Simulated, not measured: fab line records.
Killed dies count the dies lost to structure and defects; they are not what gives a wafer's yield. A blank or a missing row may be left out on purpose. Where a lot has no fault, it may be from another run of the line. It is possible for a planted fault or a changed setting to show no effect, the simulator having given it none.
One fault through the eyes of 3 desks -- flow n5-finfet -- each desk holds nothing but its own numbers, with what lay behind them at the end
Where a reading is given only as a bound, like >300, the bound stands for it, and a mean or a difference that rests on one is marked > or <: the true number lies beyond.

AT THE TOOL OWNER'S DESK: plasma-asher-01
The tool's own readings at N5_BEOL_M13_STRIP_63 (strips in N2/H2): means of the sampled wafers that have a number, for each lot that ran on this tool. Marked OUT: a lot whose mean sits more than 4 standard deviations from the usual mean, which makes it out of limits; the brackets give that distance.
Columns: A = drypump-motor-current-A at N5_BEOL_M13_STRIP_63, usual 6.08 A; B = heater-power-w at N5_BEOL_M13_STRIP_63, usual 318 W; C = oes-product-au at N5_BEOL_M13_STRIP_63, usual 0.673 a.u.; D = strip-time-to-endpoint-s at N5_BEOL_M13_STRIP_63, usual 27.4 s
lot,first seen here,A,B,C,D
L206,day 12 19:52,6.25,286,0.674,26.7
L208,day 13 10:17,6.14,310,0.674,27.0
L210,day 14 02:22,6.11,309,0.676,27.7
L217,day 15 10:38,6.14,309,0.681,27.6
This desk's finding: nothing out of limits on any of the 4 lots.

THE DEFECT DESK
What the inspections along the route counted, lot by lot: means of the sampled wafers that have a number. Marked OUT: a lot whose mean sits more than 4 standard deviations from the usual mean, which makes it out of limits; the brackets give that distance.
Columns: A = raw-defect-count at N5_BEOL_M13_INSPECT_30, usual 2.2
lot,first seen here,A
L206,day 12 20:27,1.0
L205,day 12 22:19,2.3
L207,day 13 02:55,1.3
L208,day 13 10:52,2.7
L209,day 14 02:44,2.7
L210,day 14 02:59,>201 (+99 or more) OUT
L217,day 15 11:20,>201 (+99 or more) OUT
L219,day 15 15:48,2.0
L220,day 16 12:42,1.7
L224,day 17 15:03,2.7
L227,day 18 08:46,4.0
Finding of this desk: L210, L217 out of limits; the first was L210 at day 14 02:59, on raw-defect-count at N5_BEOL_M13_INSPECT_30. L206, L205, L207, L208, L209, L219, L220, L224, L227 stayed within limits.

FROM THE METROLOGY DESK
Lot by lot, what the gauges showed, no matter which tool ran the lot: averages of those sampled wafers that carry a number. Marked OUT: a lot whose mean sits more than 4 standard deviations from the usual mean, which makes it out of limits; the brackets give that distance.
Columns: A = M13_ILD_THK at N5_BEOL_M13_THK_MEAS_01, usual 844 nm; B = cd-nm at N5_BEOL_M13_CD_MEAS_17, usual 190.5 nm
lot,first seen here,A,B
L206,day 12 19:09,851,191.5
L205,day 12 20:53,835,193.0
L207,day 13 01:34,849,191.6
L208,day 13 09:28,849,189.1
L209,day 14 01:26,842,190.6
L210,day 14 01:30,841,188.7
L217,day 15 09:55,837,190.5
L219,day 15 14:22,837,191.8
L220,day 16 10:45,853,189.1
L224,day 17 13:37,849,190.3
L227,day 18 07:20,841,192.7
This desk's finding: nothing out of limits on any of the 11 lots.

TAKEN TOGETHER
The defect desk could have raised an alarm at day 14 02:59, on L210, L217.
The desk of the tool owner found nothing out of limits.
Nothing out of limits was seen by the metrology desk.
Tool owner's desk: L210, L217 on record, inside its limits.
The metrology desk has L210, L217 on record, within its limits.
Every lot named ran N5_BEOL_M13_STRIP_63 on plasma-asher-01.

WHAT THE SIMULATOR HAD PUT IN
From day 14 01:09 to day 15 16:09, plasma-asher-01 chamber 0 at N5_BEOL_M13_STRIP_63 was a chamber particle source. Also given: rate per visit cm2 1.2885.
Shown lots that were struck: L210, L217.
Hours from the fault's start to each desk's first reading out of limits: the defect desk, 2.
